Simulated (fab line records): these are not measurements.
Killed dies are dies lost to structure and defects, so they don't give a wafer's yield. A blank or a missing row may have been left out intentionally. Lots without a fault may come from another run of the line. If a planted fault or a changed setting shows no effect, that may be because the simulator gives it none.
Which tool was responsible? || flow nand_harc || 14 lots, 40 wafers sampled, at 6 steps of a route of 1159

== WHAT EACH GAUGE READ, for each wafer ==
NHARC_A_ONON_D1_THK_MEAS_05: measures by ellipsometry.
{"lot": "L131", "measured": "day 8 10:09", "on": "film_metro-02", "thk_nm (nm)": "1006 1005 1005"}
{"lot": "L129", "measured": "day 8 10:31", "on": "film_metro-02", "thk_nm (nm)": "1003 1004 1005"}
{"lot": "L130", "measured": "day 8 10:09", "on": "film_metro-01", "thk_nm (nm)": "1003 1002 1003"}
{"lot": "L133", "measured": "day 8 15:53", "on": "film_metro-02", "thk_nm (nm)": "999 998 1000"}
{"lot": "L134", "measured": "day 8 19:52", "on": "film_metro-02", "thk_nm (nm)": "994 993 994"}
{"lot": "L138", "measured": "day 10 10:25", "on": "film_metro-02", "thk_nm (nm)": "992 991"}
{"lot": "L141", "measured": "day 10 18:13", "on": "film_metro-02", "thk_nm (nm)": "1013 1016"}
{"lot": "L142", "measured": "day 11 11:07", "on": "film_metro-02", "thk_nm (nm)": "976 976 976"}
{"lot": "L144", "measured": "day 11 11:05", "on": "film_metro-01", "thk_nm (nm)": "1003 1004 1004"}
{"lot": "L145", "measured": "day 11 18:23", "on": "film_metro-01", "thk_nm (nm)": "998 998 997"}
{"lot": "L146", "measured": "day 12 03:54", "on": "film_metro-01", "thk_nm (nm)": "1019 1021 1018"}
{"lot": "L147", "measured": "day 12 03:55", "on": "film_metro-01", "thk_nm (nm)": "972 973 972"}
{"lot": "L151", "measured": "day 13 04:38", "on": "film_metro-01", "thk_nm (nm)": "1015 1017 1015"}
{"lot": "L152", "measured": "day 13 10:26", "on": "film_metro-01", "thk_nm (nm)": "1004 1003 1003"}

NHARC_A_ONON_D1_THK_MEAS_14: measures by ellipsometry.
{"lot": "L131", "measured": "day 8 11:52", "on": "film_metro-01", "thk_nm (nm)": "1006 1004 1006"}
{"lot": "L129", "measured": "day 8 12:12", "on": "film_metro-02", "thk_nm (nm)": "1011 1010 1010"}
{"lot": "L130", "measured": "day 8 11:50", "on": "film_metro-02", "thk_nm (nm)": "1011 1012 1012"}
{"lot": "L133", "measured": "day 8 17:35", "on": "film_metro-02", "thk_nm (nm)": "988 987 988"}
{"lot": "L134", "measured": "day 8 21:37", "on": "film_metro-02", "thk_nm (nm)": "1003 1005 1005"}
{"lot": "L138", "measured": "day 10 12:07", "on": "film_metro-01", "thk_nm (nm)": "987 987"}
{"lot": "L141", "measured": "day 10 19:57", "on": "film_metro-02", "thk_nm (nm)": "993 991"}
{"lot": "L142", "measured": "day 11 12:49", "on": "film_metro-02", "thk_nm (nm)": "1004 1002 1001"}
{"lot": "L144", "measured": "day 11 12:47", "on": "film_metro-01", "thk_nm (nm)": "997 997 998"}
{"lot": "L145", "measured": "day 11 20:05", "on": "film_metro-02", "thk_nm (nm)": "994 993 994"}
{"lot": "L146", "measured": "day 12 05:38", "on": "film_metro-01", "thk_nm (nm)": "1000 1000 1000"}
{"lot": "L147", "measured": "day 12 05:37", "on": "film_metro-02", "thk_nm (nm)": "1002 1001 1002"}
{"lot": "L151", "measured": "day 13 06:20", "on": "film_metro-01", "thk_nm (nm)": "1000 1000 1002"}
{"lot": "L152", "measured": "day 13 12:08", "on": "film_metro-02", "thk_nm (nm)": "1005 1007 1006"}

NHARC_A_ONON_D1_THK_MEAS_18: measures by ellipsometry.
{"lot": "L131", "measured": "day 8 18:56", "on": "film_metro-01", "thk_nm (nm)": "999 999 1001"}
{"lot": "L129", "measured": "day 8 18:57", "on": "film_metro-01", "thk_nm (nm)": "998 996 997"}
{"lot": "L130", "measured": "day 8 19:18", "on": "film_metro-02", "thk_nm (nm)": "1004 1003 1004"}
{"lot": "L133", "measured": "day 9 01:37", "on": "film_metro-01", "thk_nm (nm)": "986 985 985"}
{"lot": "L134", "measured": "day 9 04:41", "on": "film_metro-01", "thk_nm (nm)": "1022 1021 1023"}
{"lot": "L138", "measured": "day 10 19:16", "on": "film_metro-02", "thk_nm (nm)": "991 1542"}
{"lot": "L141", "measured": "day 11 02:59", "on": "film_metro-02", "thk_nm (nm)": "1002 1557"}
{"lot": "L142", "measured": "day 11 20:47", "on": "film_metro-01", "thk_nm (nm)": "1031 1585 1031"}
{"lot": "L144", "measured": "day 11 20:48", "on": "film_metro-02", "thk_nm (nm)": "1006 1008 1008"}
{"lot": "L145", "measured": "day 12 06:54", "on": "film_metro-02", "thk_nm (nm)": "1002 1000 1001"}
{"lot": "L146", "measured": "day 12 14:47", "on": "film_metro-02", "thk_nm (nm)": "1005 1006 1006"}
{"lot": "L147", "measured": "day 12 14:47", "on": "film_metro-01", "thk_nm (nm)": "1009 1008 1009"}
{"lot": "L151", "measured": "day 13 13:38", "on": "film_metro-01", "thk_nm (nm)": "1001 1000 1001"}
{"lot": "L152", "measured": "day 13 19:16", "on": "film_metro-02", "thk_nm (nm)": "1000 1001 1001"}

NHARC_END_SORT_01.
{"lot": "L138", "measured": "day 22 09:40", "on": "prober-01", "killed_at_array": "13 672", "killed_at_other": "0 0", "killed_at_periphery": "6 5", "killed_dies": "19 677", "killed_open": "2 4", "killed_short": "2 3"}
{"lot": "L141", "measured": "day 22 02:04", "on": "prober-02", "killed_at_array": "42 675", "killed_at_other": "0 0", "killed_at_periphery": "4 2", "killed_dies": "46 677", "killed_open": "3 2", "killed_short": "5 2"}
{"lot": "L142", "measured": "day 23 06:19", "on": "prober-02", "killed_at_array": "26 677 19", "killed_at_other": "0 0 1", "killed_at_periphery": "3 0 1", "killed_dies": "29 677 21", "killed_open": "3 2 3", "killed_short": "4 1 1"}
{"lot": "L144", "measured": "day 23 14:08", "on": "prober-02", "killed_at_array": "38 39 42", "killed_at_other": "0 0 0", "killed_at_periphery": "1 4 7", "killed_dies": "39 43 49", "killed_open": "2 1 9", "killed_short": "0 1 2"}
{"lot": "L145", "measured": "day 23 08:43", "on": "prober-01", "killed_at_array": "23 30 23", "killed_at_other": "2 3 3", "killed_at_periphery": "3 1 3", "killed_dies": "28 34 29", "killed_open": "5 2 5", "killed_short": "1 1 1"}

== WHAT TOOL EACH LOT RAN ON (gives the tool, then ch and the chambers of the sampled wafers, and finally the start) ==
{"lot": "L131", "NHARC_P_BONDPAD_CMP_19": "cmp-03 ch 1,2,3, day 7 08:20", "NHARC_A_ONON_D1_DEP_16": "pecvd_onon-02 ch 0, day 8 18:26"}
{"lot": "L129", "NHARC_P_BONDPAD_CMP_19": "cmp-04 ch 0,1,2, day 7 08:56", "NHARC_A_ONON_D1_DEP_16": "pecvd_onon-03 ch 0, day 8 18:30"}
{"lot": "L130", "NHARC_P_BONDPAD_CMP_19": "cmp-02 ch 0,3, day 7 10:04", "NHARC_A_ONON_D1_DEP_16": "pecvd_onon-02 ch 0, day 8 18:54"}
{"lot": "L133", "NHARC_P_BONDPAD_CMP_19": "cmp-04 ch 0,2,3, day 7 15:05", "NHARC_A_ONON_D1_DEP_16": "pecvd_onon-03 ch 0, day 9 01:05"}
{"lot": "L134", "NHARC_P_BONDPAD_CMP_19": "cmp-03 ch 0,2,3, day 7 19:01", "NHARC_A_ONON_D1_DEP_16": "pecvd_onon-03 ch 0, day 9 04:10"}
{"lot": "L138", "NHARC_P_BONDPAD_CMP_19": "cmp-03 ch 2,3, day 9 09:15", "NHARC_A_ONON_D1_DEP_16": "pecvd_onon-03 ch 0, day 10 18:44"}
{"lot": "L141", "NHARC_P_BONDPAD_CMP_19": "cmp-04 ch 2,3, day 9 19:25", "NHARC_A_ONON_D1_DEP_16": "pecvd_onon-03 ch 0, day 11 02:29"}
{"lot": "L142", "NHARC_P_BONDPAD_CMP_19": "cmp-03 ch 1,2,3, day 10 06:42", "NHARC_A_ONON_D1_DEP_16": "pecvd_onon-03 ch 0, day 11 20:17"}
{"lot": "L144", "NHARC_P_BONDPAD_CMP_19": "cmp-04 ch 0,1, day 10 11:44", "NHARC_A_ONON_D1_DEP_16": "pecvd_onon-01 ch 0, day 11 20:17"}
{"lot": "L145", "NHARC_P_BONDPAD_CMP_19": "cmp-04 ch 0,3, day 10 13:49", "NHARC_A_ONON_D1_DEP_16": "pecvd_onon-01 ch 0, day 12 06:34"}
{"lot": "L146", "NHARC_P_BONDPAD_CMP_19": "cmp-02 ch 0,1,2, day 11 00:02", "NHARC_A_ONON_D1_DEP_16": "pecvd_onon-02 ch 0, day 12 14:16"}
{"lot": "L147", "NHARC_P_BONDPAD_CMP_19": "cmp-04 ch 0,3, day 11 00:53", "NHARC_A_ONON_D1_DEP_16": "pecvd_onon-01 ch 0, day 12 14:27"}
{"lot": "L151", "NHARC_P_BONDPAD_CMP_19": "cmp-03 ch 0,1,3, day 12 02:57", "NHARC_A_ONON_D1_DEP_16": "pecvd_onon-01 ch 0, day 13 13:13"}
{"lot": "L152", "NHARC_P_BONDPAD_CMP_19": "cmp-03 ch 0,2,3, day 12 09:38", "NHARC_A_ONON_D1_DEP_16": "pecvd_onon-02 ch 0, day 13 18:45"}
- NHARC_P_BONDPAD_CMP_19: polishes, t overpolish 30 s, cu recess touch 16 s, target thk 160.81 nm.
- NHARC_A_ONON_D1_DEP_16: target thk 1000 nm.

== AS READ BY THE TOOLS THEMSELVES (means over the sampled wafers that have a number; for cases with no such wafer, the mark the record gives instead) ==
NHARC_P_BONDPAD_CMP_19.
{"lot": "L131", "tool": "cmp-03", "motor_current_A (A)": 12.3, "overpolish_run_s (s)": 29.997, "slurry_flow_ml_min": 149.8}
{"lot": "L129", "tool": "cmp-04", "motor_current_A (A)": 12.0, "overpolish_run_s (s)": 30.001, "slurry_flow_ml_min": 150.2}
{"lot": "L130", "tool": "cmp-02", "motor_current_A (A)": 13.5, "overpolish_run_s (s)": 29.997, "slurry_flow_ml_min": 150.5}
{"lot": "L133", "tool": "cmp-04", "motor_current_A (A)": 12.4, "overpolish_run_s (s)": 29.994, "slurry_flow_ml_min": 149.7}
{"lot": "L134", "tool": "cmp-03", "motor_current_A (A)": 11.7, "overpolish_run_s (s)": 30.000, "slurry_flow_ml_min": 150.4}
{"lot": "L138", "tool": "cmp-03", "motor_current_A (A)": 11.8, "overpolish_run_s (s)": 29.995, "slurry_flow_ml_min": 149.7}
{"lot": "L141", "tool": "cmp-04", "motor_current_A (A)": 11.6, "overpolish_run_s (s)": 30.004, "slurry_flow_ml_min": 150.2}
{"lot": "L142", "tool": "cmp-03", "motor_current_A (A)": 12.4, "overpolish_run_s (s)": 29.998, "slurry_flow_ml_min": 150.3}
{"lot": "L144", "tool": "cmp-04", "motor_current_A (A)": 11.9, "overpolish_run_s (s)": 29.994, "slurry_flow_ml_min": 150.1}
{"lot": "L145", "tool": "cmp-04", "motor_current_A (A)": 12.4, "overpolish_run_s (s)": 29.996, "slurry_flow_ml_min": 149.6}
{"lot": "L146", "tool": "cmp-02", "motor_current_A (A)": 11.3, "overpolish_run_s (s)": 30.011, "slurry_flow_ml_min": 150.0}
{"lot": "L147", "tool": "cmp-04", "motor_current_A (A)": 12.9, "overpolish_run_s (s)": 30.003, "slurry_flow_ml_min": 149.7}
{"lot": "L151", "tool": "cmp-03", "motor_current_A (A)": 11.9, "overpolish_run_s (s)": 30.001, "slurry_flow_ml_min": 150.4}
{"lot": "L152", "tool": "cmp-03", "motor_current_A (A)": 11.6, "overpolish_run_s (s)": 30.006, "slurry_flow_ml_min": 150.0}

NHARC_A_ONON_D1_DEP_16.
{"lot": "L131", "tool": "pecvd_onon-02", "sih4_flow_sccm (sccm)": 209.2}
{"lot": "L129", "tool": "pecvd_onon-03", "sih4_flow_sccm (sccm)": 210.2}
{"lot": "L130", "tool": "pecvd_onon-02", "sih4_flow_sccm (sccm)": 209.4}
{"lot": "L133", "tool": "pecvd_onon-03", "sih4_flow_sccm (sccm)": 210.6}
{"lot": "L134", "tool": "pecvd_onon-03", "sih4_flow_sccm (sccm)": 209.8}
{"lot": "L138", "tool": "pecvd_onon-03", "sih4_flow_sccm (sccm)": 210.3}
{"lot": "L141", "tool": "pecvd_onon-03", "sih4_flow_sccm (sccm)": 209.8}
{"lot": "L142", "tool": "pecvd_onon-03", "sih4_flow_sccm (sccm)": 210.2}
{"lot": "L144", "tool": "pecvd_onon-01", "sih4_flow_sccm (sccm)": 210.8}
{"lot": "L145", "tool": "pecvd_onon-01", "sih4_flow_sccm (sccm)": 210.2}
{"lot": "L146", "tool": "pecvd_onon-02", "sih4_flow_sccm (sccm)": 209.1}
{"lot": "L147", "tool": "pecvd_onon-01", "sih4_flow_sccm (sccm)": 209.3}
{"lot": "L151", "tool": "pecvd_onon-01", "sih4_flow_sccm (sccm)": 209.9}
{"lot": "L152", "tool": "pecvd_onon-02", "sih4_flow_sccm (sccm)": 210.3}

== THE ANSWER, worked out from the rows above alone ==
Rule: what is usual is taken from the lots themselves. The widest of any qualifying gaps counts: lots, ordered by their means at a reading, are off when they make up no more than a third of the lots, leave a main group of 4 or more, and stand apart from it by 3 or more times the standard deviation of that group's means. The tables above print the reading to a certain number of digits; a main group whose means all agree to those digits is not used. A lot without any number at a reading at which 4 lots or more have one is off too. Where the step has rows for the other lots, those lots are counted as sound. After the gauges, taken in route order, come the tools' own readings; for these a lot's mean is taken, as printed above. The first step at which some lot is off is used, and at that step the reading that is off furthest; a lot without a number counts as furthest.
Off at NHARC_A_ONON_D1_THK_MEAS_18 (thk_nm): L138, L141, L142. The main group has a mean of 1003 nm with a standard deviation of 8.5.
If a tool, at a process step before that reading, ran all the lots that are off and no sound lot after the first of them, it fits. Gauges at NHARC_A_ONON_D1_THK_MEAS_18: tried the same way as those tools. One candidate fits, namely pecvd_onon-03 at NHARC_A_ONON_D1_DEP_16. Its last sound lot is L134 (day 9 04:10), its first lot that is off L138 (day 10 18:44): a fault that began between those two fits.

== WHAT WAS PUT IN BY THE SIMULATOR ==
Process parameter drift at NHARC_A_ONON_D1_DEP_16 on pecvd_onon-03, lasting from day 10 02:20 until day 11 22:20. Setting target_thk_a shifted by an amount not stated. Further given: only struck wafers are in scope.
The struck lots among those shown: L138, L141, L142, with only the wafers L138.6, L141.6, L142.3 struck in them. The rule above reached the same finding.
